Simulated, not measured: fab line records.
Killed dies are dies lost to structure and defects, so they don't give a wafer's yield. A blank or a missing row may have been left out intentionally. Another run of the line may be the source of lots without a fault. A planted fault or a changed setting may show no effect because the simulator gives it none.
One fault seen from 2 desks ; flow nand_harc ; numbers are kept per desk, each desk with only its own; the story behind them comes last

## THE METROLOGY DESK
What the gauges read for every lot (on any tool): the sampled wafers with a number, averaged. Marked OUT: a lot whose mean sits more than 4 standard deviations from the usual mean, which makes it out of limits; the brackets give that distance.
Columns: A = cd_nm at NHARC_A_BONDPAD_CD_MEAS_09, usual 499.7 nm
lot;first seen here;A
L641;day 23 06:13;499.5
L643;day 23 18:04;497.3
L642;day 23 21:15;500.3
L644;day 24 09:00;500.6
L646;day 24 14:04;500.5
L647;day 25 06:36;498.9
L649;day 26 07:22;500.5
L650;day 26 13:53;498.2
L648;day 26 23:01;500.1
L651;day 27 17:07;499.4
L652;day 27 21:14;499.4
L653;day 28 10:08;501.1
L655;day 29 01:43;498.6
This desk's finding: nothing out of limits on any of the 13 lots.

## DESK OF THE TOOL OWNER: rie_diel-05
The tool's own readings at NHARC_A_BONDPAD_ETCH_12 (etches the open film in CHF3/O2, target depth 220 nm, time 110 s): means of the sampled wafers that have a number, for each lot that ran on this tool. Marked OUT: a lot whose mean sits more than 4 standard deviations from the usual mean, which makes it out of limits; the brackets give that distance.
Columns: A = chf3_flow_sccm at NHARC_A_BONDPAD_ETCH_12, usual 49.99 sccm; B = drypump_motor_current_A at NHARC_A_BONDPAD_ETCH_12, usual 5.5 A; C = oes_product_au at NHARC_A_BONDPAD_ETCH_12, usual 0.942 a.u.; D = rf_fwd_power_W at NHARC_A_BONDPAD_ETCH_12, usual 497.2 W; E = rf_vpp_V at NHARC_A_BONDPAD_ETCH_12, usual 369.2 V; F = showerhead_plenum_p_Torr at NHARC_A_BONDPAD_ETCH_12, usual 2.34 Torr; G = throttle_valve_pct at NHARC_A_BONDPAD_ETCH_12, usual 20.572 %
lot;first seen here;A;B;C;D;E;F;G
L641;day 23 06:38;50.05;5.4;0.915;496.9;368.7;2.31;20.576
L642;day 23 21:38;49.78;5.8;0.923;498.5;368.3;2.32;20.572
L644;day 24 09:25;49.99;5.4;0.954;497.9;369.2;2.31;20.573
L646;day 24 14:28;50.07;5.4;0.918;497.8;368.0;2.31;20.570
L649;day 26 07:45;50.04;5.7;0.975;498.5;369.5;2.33;20.576
L650;day 26 14:18;50.06;5.5;0.971;497.6;369.3;2.34;20.573
L648;day 26 23:24;50.07;5.1;0.940;496.0;369.5;2.35;20.567
L652;day 27 21:38;50.21;5.7;0.959;498.6;369.0;2.33;20.571
L653;day 28 10:31;50.10;5.8;0.934;495.9;369.5;2.35;20.571
L655;day 29 02:07;49.94;5.7;0.915;456.1 (-22) OUT;368.7;2.30;20.566
This desk's finding: out of limits on L655; first on L655, day 29 02:07 (rf_fwd_power_W at NHARC_A_BONDPAD_ETCH_12). L641, L642, L644, L646, L649, L650, L648, L652, L653: within limits.

## PUT TOGETHER
An alarm could have come from the tool owner's desk at day 29 02:07, on L655.
The metrology desk saw nothing out of limits.
The metrology desk holds a record of L655, inside its limits.
All the named lots went through NHARC_A_BONDPAD_ETCH_12 on rie_diel-05.

## WHAT THE SIMULATOR PUT IN
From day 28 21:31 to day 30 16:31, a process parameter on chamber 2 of rie_diel-05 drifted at NHARC_A_BONDPAD_ETCH_12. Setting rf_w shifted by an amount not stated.
Struck lots among those shown: L655.
Each desk's first reading out of limits, in hours after the fault started: the tool owner's desk, 5.
